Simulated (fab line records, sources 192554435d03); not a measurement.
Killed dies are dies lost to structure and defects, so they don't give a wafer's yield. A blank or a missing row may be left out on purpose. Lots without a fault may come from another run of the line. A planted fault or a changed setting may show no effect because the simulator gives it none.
fab line records | flow n5_finfet
record lots=9 wafers=22 last_day=17
route steps=1938 shown BEOL_M14@1763 BEOL_M15@1774 PASSIVATION@1936
lots that met no fault: from a run of the same line without faults
start_h: hours from the record's first day to the start of the lot's first wafer shown | wait_h: hours since the lot's step before | " the same as in the row above | L1.1+2: a row that stands for several wafers | - no value, or no start given | * or withheld: withheld | < > ~ a bound
route shown NAME@n: a module of which the file shows steps, and the number in the route of the first | usual: mean/standard deviation of fault-free wafers | same: alike in all rows | chamber/n: place in a boat | sites: the reading at each site | _std_site: their standard deviation | _edge_site: outer sites' mean less inner sites' | radius_mm: how far each site lies from the wafer's centre | mask NAME#n: copy n | behind: the tool/chamber that last shaped the wafer | hold: why the lot was held/for how many hours/how that ended | device: the transistor (n, p or np) that didn't switch | end of line: the same wafers' tests at the end of the route | a step without rows: its recipe alone | killed: dies lost to structure and defects at the first sort, not the wafer's yield | map: a wafer's dies, x killed, . not, _ none there
set.NAME: the setting as run; set.NAME@STEP: as run at that earlier step | model.NAME: the simulator's own value behind a step, which no gauge read
steps of the route over a sample of lots; a table a step, a row a wafer
services: from which hour (start_h, from the record's first day; less than 0 if before it) a tool's chamber was out of use, for how many hours, and why
## steps
# step N5_BEOL_M14_SPUTTER_44
# recipe material=Ta target_thk_a=150 temp_c=50 bias_v=80 power_w=15000 chamber_pressure_pa=0.07 time_s=24.19
# usual chamber_pressure_pa=0.07002/0.00012 throttle_valve_pct=29.9/0.97
# columns lot.wafer tool chamber start_h wait_h chamber_pressure_pa throttle_valve_pct
L376.4 pvd_sputter-01 - 234.00 0.0 0.07021 28.3
L376.6 " - " " 0.07001 29.9
L378.4 pvd_sputter-03 - 255.25 0.0 0.07011 29.1
L378.5 " - " " 0.07013 30.0
L378.6 " - " " 0.07011 30.2
L380.2 pvd_sputter-02 - 262.09 0.0 0.07011 31.0
L380.3 " - " " 0.07 29.3
L380.6 " - " " 0.07017 31.2
L381.2 pvd_sputter-01 - 272.91 0.0 0.06978 28.2
L381.3 " - " " 0.0702 29.7
L381.6 " - " " 0.07011 29.8
L389.5 pvd_sputter-01 - 342.33 0.0 0.07011 28.2
L389.6 " - " " 0.06997 29.5
L391.4 pvd_sputter-03 - 351.84 0.0 0.06993 30.5
L391.5 " - " " 0.06997 31.6
L394.3 pvd_sputter-01 - 352.63 0.0 0.07005 30.3
L394.4 " - " " 0.06986 30.1
L393.1 pvd_sputter-01 - 355.39 0.0 0.07008 28.2
L393.4 " - " " 0.07019 29.1
L393.6 " - " " 0.07027 28.6
L398.2 pvd_sputter-03 - 393.55 0.0 0.07016 30.2
L398.5 " - " " 0.06987 30.2
# step N5_BEOL_M14_ECD_47
# recipe material=Cu target_thk_a=12480
# columns lot.wafer tool chamber start_h wait_h
L376.4+6 ecd_cu-01 1 234.26 0.1
L378.4+5+6 ecd_cu-01 1,1,0 255.50 0.1
L380.2+3+6 ecd_cu-01 0,1,1 262.29 0.1
L381.2+3+6 ecd_cu-01 0 273.11 0.1
L389.5+6 ecd_cu-01 1,0 342.60 0.1
L391.4+5 ecd_cu-01 1 352.09 0.1
L394.3+4 ecd_cu-01 0,1 352.88 0.1
L393.1+4+6 ecd_cu-01 1,1,0 355.59 0.1
L398.2+5 ecd_cu-01 0,1 393.80 0.1
# step N5_BEOL_M14_CMP_49
# recipe stop_on=SiO2 t_overpolish_s=5.2 down_force_psi=2 platen_rpm=80 clearing_platen_down_force_psi=2 clearing_platen_rpm=80 post_cmp_clean=cu_alkaline target_thk_nm=560 clearing_platen_pad_velocity_m_s=1.5917 pad_velocity_m_s=1.5917
# usual clearing_platen_down_force_psi=2.000/0.0038 motor_current_A=8.1/0.95 retaining_ring_pressure_frac=1.000/0.0055 time_to_endpoint_s=126/6.6
# columns lot.wafer tool chamber start_h wait_h clearing_platen_down_force_psi motor_current_A retaining_ring_pressure_frac time_to_endpoint_s
L376.4 cmp-04 2 234.80 0.2 2.002 8.0 0.996 133
L376.6 " 0 " " 2.006 8.5 1.001 132
L378.4 cmp-03 0 256.19 0.2 1.996 10.0 1.008 119
L378.5 " 1 " " 1.999 7.3 0.992 136
L378.6 " 2 " " 2.001 8.0 0.995 125
L380.3 cmp-03 3 263.58 0.3 2.007 7.8 0.996 34
L380.2 " 0 " " 2.003 10.6 1.002 34
L380.6 " 0 " " 2.004 10.5 0.997 39
L381.3 cmp-03 1 273.60 0.2 1.999 7.2 0.998 42
L381.2 " 2 " " 2.002 7.7 1.003 37
L381.6 " 1 " " 1.996 7.3 1.005 43
L389.5 cmp-02 0 343.12 0.2 1.999 8.0 0.992 128
L389.6 " 1 " " 2.006 7.2 1.002 120
L391.4 cmp-04 1 352.57 0.1 2.006 8.4 1.001 133
L391.5 " 2 " " 1.999 8.4 0.997 133
L394.3 cmp-04 2 353.76 0.2 1.995 8.3 1.000 130
L394.4 " 0 " " 2.004 8.1 1.003 127
L393.1 cmp-02 1 356.07 0.3 1.996 6.9 1.005 123
L393.4 " 2 " " 1.996 7.9 1.003 132
L393.6 " 1 " " 1.998 6.8 1.004 122
L398.2 cmp-03 3 394.32 0.2 2.000 8.0 0.999 123
L398.5 " 3 " " 1.999 7.4 0.997 123
# step N5_BEOL_M14_THK_MEAS_50
# recipe thk_meas_gauge=xrf reads=Cu_of_BEOL_M14_ECD_47
# usual M14_THK=578/20
# columns lot.wafer tool chamber start_h wait_h M14_THK[nm]
L376.4 film_metro-01 - 234.99 - 599
L376.6 " - " " 599
L378.4 film_metro-02 - 256.38 - 591
L378.5 " - " " 563
L378.6 " - " " 595
L380.2 film_metro-02 - 263.88 - 380
L380.3 " - " " 409
L380.6 " - " " 396
L381.2 film_metro-02 - 273.89 - 394
L381.3 " - " " 381
L381.6 " - " " 382
L389.5 film_metro-01 - 343.27 - 561
L389.6 " - " " 596
L391.4 film_metro-02 - 352.86 - 584
L391.5 " - " " 589
L394.3 film_metro-02 - 354.02 - 553
L394.4 " - " " 553
L393.1 film_metro-02 - 356.37 - 588
L393.4 " - " " 574
L393.6 " - " " 568
L398.2 film_metro-01 - 394.58 - 553
L398.5 " - " " 578
# step N5_BEOL_M14_DEP_53
# recipe material=SiCN target_thk_a=500 temp_c=withheld precursor=3MS/NH3 pressure_torr=3 rf_w=675 time_s=17.8
# usual chamber_pressure_Torr=3.000/0.0067 showerhead_plenum_p_Torr=4.172/0.02 throttle_valve_pct=18.5/0.93
# columns lot.wafer tool chamber start_h wait_h chamber_pressure_Torr showerhead_plenum_p_Torr throttle_valve_pct
L376.4 pecvd-01 2 235.06 0.0 2.989 4.179 17.1
L376.6 " 1 " " 2.994 4.170 19.5
L378.4 pecvd-04 2 256.47 0.0 3.005 4.216 17.0
L378.5 " 2 " " 2.997 4.206 17.0
L378.6 " 0 " " 2.994 4.148 19.1
L380.2 pecvd-04 2 263.95 0.0 2.996 4.213 17.1
L380.3 " 1 " " 3.005 4.157 18.6
L380.6 " 2 " " 3.008 4.209 17.1
L381.2 pecvd-02 2 273.95 0.0 2.995 4.125 17.9
L381.3 " 0 " " 2.992 4.174 19.1
L381.6 " 2 " " 2.995 4.132 17.9
L389.5 pecvd-01 2 343.35 0.0 2.999 4.175 17.5
L389.6 " 0 " " 3.004 4.167 18.9
L391.4 pecvd-01 0 352.94 0.0 2.997 4.174 18.9
L391.5 " 1 " " 2.996 4.175 19.9
L394.3 pecvd-04 1 354.08 0.0 3.006 4.157 18.2
L394.4 " 2 " " 3.004 4.200 17.6
L393.1 pecvd-02 0 356.45 0.0 2.996 4.181 19.5
L393.4 " 2 " " 3.011 4.133 17.9
L393.6 " 2 " " 3.011 4.134 18.2
L398.2 pecvd-01 2 394.64 0.0 3.008 4.173 17.6
L398.5 " 2 " " 3.016 4.175 17.3
# step N5_BEOL_M14_RS_MEAS_54
# recipe thk_meas_gauge=four-point-probe reads=Cu_of_BEOL_M14_ECD_47+Ta_of_BEOL_M14_SPUTTER_44+TaN_of_BEOL_M14_SPUTTER_43
# usual M14_RS=0.0333/0.0011
# columns lot.wafer tool chamber start_h wait_h M14_RS[ohm/sq]
L376.4 film_metro-02 - 235.12 0.0 0.0322
L376.6 " - " " 0.0322
L378.4 film_metro-02 - 256.53 0.1 0.0325
L378.5 " - " " 0.0343
L378.6 " - " " 0.0324
L380.2 film_metro-02 - 264.04 0.1 0.0507
L380.3 " - " " 0.0473
L380.6 " - " " 0.0487
L381.2 film_metro-02 - 274.02 0.1 0.0490
L381.3 " - " " 0.0508
L381.6 " - " " 0.0507
L389.5 film_metro-01 - 343.40 0.0 0.0341
L389.6 " - " " 0.0321
L391.4 film_metro-01 - 352.99 0.0 0.0332
L391.5 " - " " 0.0327
L394.3 film_metro-02 - 354.15 0.1 0.0346
L394.4 " - " " 0.0347
L393.1 film_metro-02 - 356.53 0.1 0.0326
L393.4 " - " " 0.0336
L393.6 " - " " 0.0338
L398.2 film_metro-02 - 394.71 0.1 0.0351
L398.5 " - " " 0.0336
# step N5_BEOL_M15_THK_MEAS_01
# recipe reads=SiO2_of_BEOL_M15_ILD_DEP_00
# usual M15_ILD_THK=1627/22
# columns lot.wafer tool chamber start_h wait_h M15_ILD_THK[nm]
L376.4 film_metro-02 - 235.43 0.0 1647
L376.6 " - " " 1632
L378.4 film_metro-02 - 256.85 0.0 1599
L378.5 " - " " 1646
L378.6 " - " " 1602
L380.2 film_metro-01 - 264.35 0.1 1599
L380.3 " - " " 1640
L380.6 " - " " 1670
L381.2 film_metro-01 - 274.33 0.1 1602
L381.3 " - " " 1604
L381.6 " - " " 1617
L389.5 film_metro-02 - 343.71 0.0 1662
L389.6 " - " " 1629
L391.4 film_metro-01 - 353.30 0.0 1636
L391.5 " - " " 1636
L394.3 film_metro-01 - 354.46 0.1 1642
L394.4 " - " " 1670
L393.1 film_metro-01 - 356.84 0.1 1632
L393.4 " - " " 1619
L393.6 " - " " 1638
L398.2 film_metro-02 - 395.02 0.1 1619
L398.5 " - " " 1631
# step N5_BEOL_M15_RC_MEAS_101
# usual COMB_M10=1.6e-11/3e-12 COMB_M11=1.6e-11/3.2e-12 COMB_M12=7.3e-12/1.3e-12 COMB_M13=5.8e-12/1.1e-12 COMB_M15=3.5e-12/6.2e-13 COMB_M5=3.8e-11/7.7e-12 COMB_M6=2.6e-11/4.8e-12 COMB_M7=2.7e-11/5e-12 COMB_M8=2.7e-11/5.6e-12 COMB_M8_max_site=3.8e-11/8.7e-12 COMB_M9=1.6e-11/2.6e-12 SERP_M10=3.05/0.12 SERP_M10_max_site=3.14/0.13 SERP_M11=3.04/0.11 SERP_M12=0.637/0.023 SERP_M13=0.306/0.01 SERP_M14=0.161/0.0057 SERP_M14_max_site=0.163/0.0058 SERP_M5=38.7/2.1 SERP_M6=13.7/0.79 SERP_M7=13.9/0.65 SERP_M9=3.08/0.11
# columns lot.wafer tool chamber start_h wait_h COMB_M10[S/m] COMB_M11[S/m] COMB_M12[S/m] COMB_M13[S/m] COMB_M15[S/m] COMB_M5[S/m] COMB_M6[S/m] COMB_M7[S/m] COMB_M8[S/m] COMB_M8_max_site[S/m] COMB_M9[S/m] SERP_M10[ohm/um] SERP_M10_max_site[ohm/um] SERP_M11[ohm/um] SERP_M12[ohm/um] SERP_M13[ohm/um] SERP_M14[ohm/um] SERP_M14_max_site[ohm/um] SERP_M5[ohm/um] SERP_M6[ohm/um] SERP_M7[ohm/um] SERP_M9[ohm/um]
L376.4 prober-01 0 241.58 0.5 1.4e-11 1.4e-11 7.8e-12 6.9e-12 3.6e-12 4.1e-11 2.9e-11 2.7e-11 2.2e-11 2.5e-11 1.89e-11 2.94 2.99 3.03 0.638 0.294 0.154 0.155 37.7 13.4 14.4 3.30
L376.6 " 0 " " 1.5e-11 1.4e-11 9.4e-12 6.4e-12 3.2e-12 3.9e-11 2.9e-11 3.2e-11 2.6e-11 3.5e-11 1.68e-11 2.89 2.93 2.94 0.641 0.293 0.154 0.156 35.9 12.4 13.4 3.24
L378.4 prober-01 0 264.03 0.5 1.4e-11 1.5e-11 6.4e-12 5.8e-12 3.5e-12 3.1e-11 2.4e-11 2.1e-11 3e-11 4e-11 1.61e-11 3.16 3.28 3.23 0.682 0.313 0.154 0.156 38.5 13.6 13.7 3.09
L378.5 " 0 " " 1.7e-11 1.3e-11 7.9e-12 6.8e-12 4.2e-12 3e-11 2.6e-11 2.3e-11 2.5e-11 3.2e-11 1.76e-11 3.15 3.21 3.03 0.645 0.320 0.164 0.166 37.3 12.7 14.7 3.14
L378.6 " 0 " " 1.9e-11 1.6e-11 8.7e-12 5.9e-12 3.6e-12 5.1e-11 2.7e-11 3.2e-11 2.1e-11 2.3e-11 1.9e-11 2.93 2.96 3.12 0.667 0.307 0.154 0.155 39.5 14.1 13.8 3.07
L380.2 prober-01 0 269.72 0.2 1.2e-11 1.5e-11 7.9e-12 7.5e-12 4.4e-12 5e-11 2.5e-11 3.1e-11 3.2e-11 4.2e-11 1.36e-11 3.28 3.34 3.26 0.625 0.320 0.242 0.247 38.3 13.9 12.7 3.08
L380.3 " 0 " " 1.7e-11 1.5e-11 6.3e-12 7.1e-12 4.8e-12 3.1e-11 2.3e-11 2.4e-11 3.2e-11 4.1e-11 1.62e-11 3.25 3.39 3.09 0.634 0.322 0.229 0.231 42.8 11.9 15.4 3.33
L380.6 " 0 " " 2e-11 2.3e-11 8e-12 6.7e-12 4.5e-12 4.7e-11 2.4e-11 2.2e-11 3.8e-11 5.2e-11 1.42e-11 3.36 3.40 3.24 0.645 0.312 0.240 0.243 41.1 13.8 13.8 3.21
L381.2 prober-02 0 282.04 0.2 1.2e-11 1.7e-11 7.3e-12 5e-12 3.2e-12 4e-11 2.4e-11 2.2e-11 3.1e-11 3.8e-11 1.24e-11 3.04 3.13 2.91 0.631 0.328 0.231 0.233 36.4 13.9 13.3 3.09
L381.3 " 0 " " 1.4e-11 1.5e-11 9.9e-12 5.7e-12 3.8e-12 3.6e-11 3.5e-11 3.1e-11 2.8e-11 3.9e-11 1.66e-11 3.02 3.05 2.90 0.608 0.315 0.248 0.251 35.2 14.4 13.3 2.86
L381.6 " 0 " " 1.6e-11 1.4e-11 5.4e-12 5.3e-12 3.7e-12 3.8e-11 3.4e-11 2.2e-11 3e-11 3.4e-11 1.42e-11 3.12 3.16 2.94 0.622 0.319 0.241 0.245 34.3 14.4 13.0 3.04
L389.5 prober-01 0 350.13 0.6 1.4e-11 1.6e-11 7.9e-12 6.4e-12 4.1e-12 3.3e-11 2.7e-11 2.9e-11 2.6e-11 4e-11 1.7e-11 3.03 3.09 3.29 0.677 0.323 0.165 0.167 40.8 15.2 13.3 3.05
L389.6 " 0 " " 1.7e-11 1.8e-11 7.7e-12 5.7e-12 3.2e-12 2.8e-11 2.4e-11 2.4e-11 3.1e-11 5.2e-11 1.27e-11 3.10 3.24 3.04 0.655 0.305 0.156 0.157 35.9 15.4 14.1 3.09
L391.4 prober-02 0 361.03 0.5 1.8e-11 1.2e-11 9.9e-12 4.9e-12 2.4e-12 3.3e-11 3.1e-11 2.9e-11 2e-11 2.6e-11 2.09e-11 3.07 3.14 2.99 0.673 0.311 0.161 0.163 37.0 13.2 13.9 2.92
L391.5 " 0 " " 1.3e-11 1.3e-11 6.6e-12 4.4e-12 3.3e-12 4.5e-11 2.5e-11 2.5e-11 2.3e-11 2.8e-11 2.07e-11 2.81 2.86 2.94 0.636 0.301 0.160 0.162 38.0 13.8 12.7 2.99
L394.3 prober-01 0 363.30 0.3 1.6e-11 1.2e-11 7.3e-12 6.6e-12 2.9e-12 2.8e-11 3.4e-11 2.4e-11 2.7e-11 3.6e-11 1.53e-11 2.95 3.15 3.08 0.667 0.293 0.167 0.169 37.0 13.9 14.1 3.00
L394.4 " 0 " " 1.3e-11 1.1e-11 6.4e-12 6.3e-12 3.8e-12 4.5e-11 1.8e-11 2.7e-11 2.3e-11 3.3e-11 1.4e-11 2.96 3.10 2.95 0.625 0.322 0.169 0.171 38.9 14.8 15.2 3.00
L393.1 prober-02 0 369.27 0.0 1.7e-11 1.3e-11 8e-12 5.7e-12 4.1e-12 5e-11 3.5e-11 3e-11 2.8e-11 4.2e-11 1.48e-11 3.10 3.24 2.98 0.611 0.327 0.156 0.158 40.4 13.1 13.3 3.02
L393.4 " 0 " " 1.6e-11 1.4e-11 5.6e-12 5.4e-12 4.2e-12 4.9e-11 2.9e-11 3e-11 3.1e-11 4.5e-11 1.92e-11 2.84 2.93 3.09 0.602 0.301 0.163 0.165 39.6 14.2 14.7 3.03
L393.6 " 0 " " 2e-11 1.9e-11 6.5e-12 4.4e-12 3.2e-12 3.6e-11 3.2e-11 2.5e-11 3.9e-11 6.6e-11 1.65e-11 2.85 2.93 2.92 0.628 0.293 0.163 0.165 36.9 13.3 14.2 3.15
L398.2 prober-01 0 402.18 0.2 2e-11 2.5e-11 1.11e-11 6.2e-12 3.8e-12 3.9e-11 3.3e-11 2.7e-11 1.8e-11 2.3e-11 2.08e-11 2.89 2.94 2.97 0.647 0.294 0.167 0.169 37.8 12.9 13.1 3.06
L398.5 " 0 " " 1.1e-11 1.9e-11 9.1e-12 7.6e-12 3.6e-12 4.1e-11 2.1e-11 2.5e-11 2.4e-11 4.1e-11 1.03e-11 3.01 3.14 2.90 0.617 0.290 0.157 0.159 36.7 14.7 13.1 2.91
# sites SERP_M14 radius_mm=0,75,75,75,75,140,140,140,140
L376.4 0.154 0.155 0.154 0.155 0.154 0.154 0.154 0.153 0.154
L378.4 0.153 0.155 0.156 0.153 0.155 0.154 0.153 0.154 0.156
L380.2 0.241 0.242 0.242 0.242 0.242 0.246 0.247 0.243 0.245
L381.2 0.229 0.231 0.232 0.230 0.232 0.231 0.233 0.228 0.230
L389.5 0.164 0.164 0.165 0.166 0.166 0.165 0.164 0.164 0.167
L391.4 0.160 0.159 0.158 0.161 0.161 0.161 0.161 0.163 0.162
L394.3 0.167 0.167 0.169 0.168 0.167 0.167 0.168 0.167 0.166
L393.1 0.156 0.157 0.156 0.157 0.158 0.156 0.154 0.154 0.157
L398.2 0.167 0.168 0.166 0.167 0.167 0.168 0.168 0.169 0.166
# step N5_PASSIVATION_PROBE_49
# usual defect_limited_yield=91.3/1.5 killed_at_M0_to_M3=33/12 killed_at_M4_up=15/5.2 killed_at_contacts=12/5.1 killed_at_front_end=39/11 killed_at_other=5/3.6 killed_dies=103/18 killed_on_rim=14/4.3 killed_open=67/13 killed_short=33/7.8 sort_bin_5_function=5.1/0.96 sort_bin_6_memory=3.2/0.71 sort_bin_8_speed=0.01/0.063 sort_n_pass=1077/18
# same gross_dies=1180 killed_at_back_side=0 sort_bin_4_leakage[%]=0
# columns lot.wafer tool chamber start_h wait_h defect_limited_yield[%] killed_at_M0_to_M3 killed_at_M4_up killed_at_contacts killed_at_front_end killed_at_other killed_dies killed_on_rim killed_open killed_short sort_bin_5_function[%] sort_bin_6_memory[%] sort_bin_8_speed[%] sort_n_pass
L380.2 prober-01 - 286.51 0.1 88.9 46 18 10 45 12 131 15 73 56 6.2 4.2 0.17 1049
L380.3 prober-01 - 286.56 0.1 89.2 50 13 17 43 4 127 18 98 28 5.7 4.6 0.08 1053
L380.6 prober-01 - 286.71 0.3 91.7 37 14 7 34 6 98 6 63 35 4.9 3.2 0 1082
L381.2 prober-02 - 297.90 0.1 92.2 18 15 11 37 11 92 11 68 22 5.2 2.5 0.08 1088
L381.3 prober-02 - 297.95 0.1 89.2 49 23 19 31 6 128 22 97 29 6.7 3.6 0.17 1052
L381.6 prober-02 - 298.10 0.3 91.4 19 20 18 28 17 102 18 57 40 4.8 3.1 0.42 1078
# killed by level:class
L380.2 BEOL_M0_SAQP:geometric_particle:short=14 GATE_CUT:geometric_particle:short=11 BEOL_M0_SAQP:geometric_particle:open=10 GATE_CUT:geometric_particle:open=9 MOL_CONTACT_COAG:geometric_particle:open=7 STI_FIN_REVEAL:geometric_particle:open=6 BEOL_M2:geometric_particle:open=6 BEOL_M3:geometric_particle:open=6
L380.3 MOL_CONTACT_COAG:geometric_particle:open=16 STI_FIN_REVEAL:geometric_particle:open=15 BEOL_M2:geometric_particle:open=15 BEOL_M1:geometric_particle:open=10 FIN_SAQP:geometric_particle:open=8 BEOL_M3:geometric_particle:open=6 BEOL_M0_SAQP:geometric_particle:open=5 STI_FIN_REVEAL:geometric_particle:short=4
L380.6 BEOL_M0_SAQP:geometric_particle:short=9 STI_FIN_REVEAL:geometric_particle:open=8 MOL_CONTACT_COAG:geometric_particle:open=7 FIN_SAQP:geometric_particle:open=6 BEOL_M1:geometric_particle:open=6 BEOL_M2:geometric_particle:open=6 BEOL_M3:geometric_particle:short=6 FIN_SAQP:geometric_particle:short=5
L381.2 MOL_CONTACT_COAG:geometric_particle:open=11 STI_FIN_REVEAL:geometric_particle:open=10 BEOL_M4:geometric_particle:open=6 BEOL_M5:geometric_particle:open=5 STARTING-WAFER:geometric_particle:open=5 BEOL_M1:geometric_particle:open=4 ILD0:geometric_particle:open=4 GATE_CUT:geometric_particle:short=4
L381.3 MOL_CONTACT_COAG:geometric_particle:open=17 BEOL_M1:geometric_particle:open=17 BEOL_M4:geometric_particle:open=13 BEOL_M3:geometric_particle:open=10 GATE_CUT:geometric_particle:short=7 FIN_SAQP:geometric_particle:open=6 GATE_CUT:geometric_particle:open=6 BEOL_M2:geometric_particle:open=6
L381.6 MOL_CONTACT_COAG:geometric_particle:open=10 MOL_CONTACT_COAG:geometric_particle:short=8 BEOL_M4:geometric_particle:open=7 FIN_SAQP:geometric_particle:open=6 BEOL_M3:geometric_particle:open=6 PASS1_CAP:geometric_particle:open=5 BEOL_M14:area_ecd=5 FIN_SAQP:geometric_particle:short=4
## services
# columns tool chamber start_h hours kind
cmp-03 - 220.39 0.8 repair
pecvd-01 1 246.46 25.7 repair
cmp-02 - 255.23 2.4 repair
pecvd-04 1 255.50 5.5 scheduled_down
cmp-02 - 259.41 8.9 repair
pecvd-04 0 260.96 16.5 scheduled_down
cmp-04 - 278.83 0.6 repair
cmp-02 - 280.10 1.0 repair
cmp-02 - 284.72 8.9 pm
cmp-04 - 288.10 4.0 pm
cmp-04 - 292.10 - consumable_replace:conditioner
cmp-04 - 292.10 - consumable_replace:pad
cmp-02 - 295.37 4.2 pm
cmp-03 - 297.69 2.2 repair
pecvd-04 - 299.98 0.4 repair
pecvd-01 2 300.39 2.1 scheduled_down
pvd_sputter-01 - 301.73 2.1 repair
pvd_sputter-01 - 310.66 1.0 repair
pvd_sputter-01 - 328.15 1.8 repair
cmp-02 - 345.09 6.3 repair
pecvd-02 1 356.37 5.5 scheduled_down
cmp-02 - 360.97 1.1 repair
cmp-04 - 370.18 0.7 repair
## key
first_sign step=N5_BEOL_M14_CMP_49 reading=time_to_endpoint_s direction=down sigmas=13 usual=* struck=*
effect step=N5_BEOL_M14_THK_MEAS_50 reading=M14_THK direction=down sigmas=9.5 usual=578 struck=390
effect step=N5_BEOL_M14_RS_MEAS_54 reading=M14_RS direction=up sigmas=14 usual=0.0333 struck=0.0495
effect step=N5_BEOL_M15_RC_MEAS_101 reading=SERP_M14 direction=up sigmas=14 usual=0.161 struck=0.238
effect step=N5_PASSIVATION_PROBE_49 reading=sort_bin_8_speed direction=up sigmas=1.7 usual=0.01 struck=0.16 wafers_moved=3
met_at N5_BEOL_M14_ECD_47
struck_lots L380,L381
not_acting_at N5_BEOL_M14_SPUTTER_44,N5_BEOL_M14_DEP_53,N5_BEOL_M15_THK_MEAS_01
onset_between 255.50 262.29
fault kind=process_parameter_drift tool=ecd_cu-01 chamber=- onset_h=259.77 steps=N5_BEOL_M14_ECD_47 channel=target_thk_a offset=* shape=step end_h=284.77 acts_in=* stated=*
